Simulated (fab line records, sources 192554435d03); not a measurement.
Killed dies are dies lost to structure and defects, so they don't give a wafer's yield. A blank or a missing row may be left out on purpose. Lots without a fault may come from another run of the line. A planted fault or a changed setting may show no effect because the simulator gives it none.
Which tool did it? | flow n5_finfet | 7 lots, 21 wafers sampled, at 4 steps of a route of 1938

WHAT THE GAUGES READ, wafer by wafer
N5_BEOL_M4_RC_MEAS_101.
lot  | measured     | on        | DIBL_N (mV/V)
L568 | day 8 10:38  | prober-01 | 36.1 33.8 35.9
L573 | day 9 10:37  | prober-02 | 38.5 37.1 36.1
L575 | day 10 01:16 | prober-01 | 33.5 33.4 34.9
L579 | day 11 07:05 | prober-02 | 34.9 37.9 37.9
L586 | day 12 22:53 | prober-02 | 39.7 38.4 36.9
L589 | day 13 22:56 | prober-02 | 36.5 36.8 36.4

WHICH TOOL RAN EACH LOT (tool, then ch and the chambers of the sampled wafers, then the start)
lot  | N5_SD_EPI_P_ETCH_47               | N5_ILD0_CMP_03               | N5_ILD0_CMP_12
L568 | rie_diel-06 ch 0,1,3, day 3 18:44 | cmp-02 ch 0,1, day 4 01:14   | cmp-04 ch 0,3, day 4 04:44
L573 | rie_diel-03 ch 1,3, day 5 00:35   | cmp-02 ch 1,3, day 5 07:51   | cmp-04 ch 0,1,3, day 5 11:25
L575 | rie_diel-06 ch 1,2, day 5 11:53   | cmp-02 ch 1,2,3, day 5 18:20 | cmp-02 ch 0,1,2, day 5 21:48
L579 | rie_diel-06 ch 0,2, day 6 11:38   | cmp-02 ch 0,2,3, day 6 18:14 | cmp-01 ch 1,2,3, day 6 21:43
L581 | rie_diel-01 ch 1,3, day 6 23:03   | cmp-02 ch 1,3, day 7 06:16   | cmp-04 ch 0,2, day 7 09:50
L586 | rie_diel-06 ch 0,1,3, day 8 05:59 | cmp-01 ch 1,2,3, day 8 14:33 | cmp-02 ch 0,1,2, day 8 19:06
L589 | rie_diel-06 ch 0,1,3, day 9 04:55 | cmp-01 ch 2,3, day 9 11:43   | cmp-01 ch 0,1, day 9 15:14
- N5_SD_EPI_P_ETCH_47: etches SiOCN in CH3F/O2, target depth 25 nm.
- N5_ILD0_CMP_03: polishes, stops on SiNx, t overpolish 1.9 s, target thk 197.38 nm.
- N5_ILD0_CMP_12: polishes SiNx, stops on poly-Si, t overpolish 6 s, target thk 17.67 nm.

THE ANSWER, worked out from the rows above alone
Rule: what is usual is taken from the lots themselves. Put in order of their means at a reading, lots are off if they are a third of the lots or fewer, leave a main group of 4 or more, and stand apart from it by a gap of 3 or more times the standard deviation of the main group's means; of several such gaps the widest counts. A main group whose means are all the same, to the digits that the tables above print for the reading, isn't used. A lot without any number at a reading at which 4 lots or more have one is off too. The other lots that the step has rows for count as sound.
No lot is off at any reading shown: from this, nothing can be told.

WHAT THE SIMULATOR HAD PUT IN
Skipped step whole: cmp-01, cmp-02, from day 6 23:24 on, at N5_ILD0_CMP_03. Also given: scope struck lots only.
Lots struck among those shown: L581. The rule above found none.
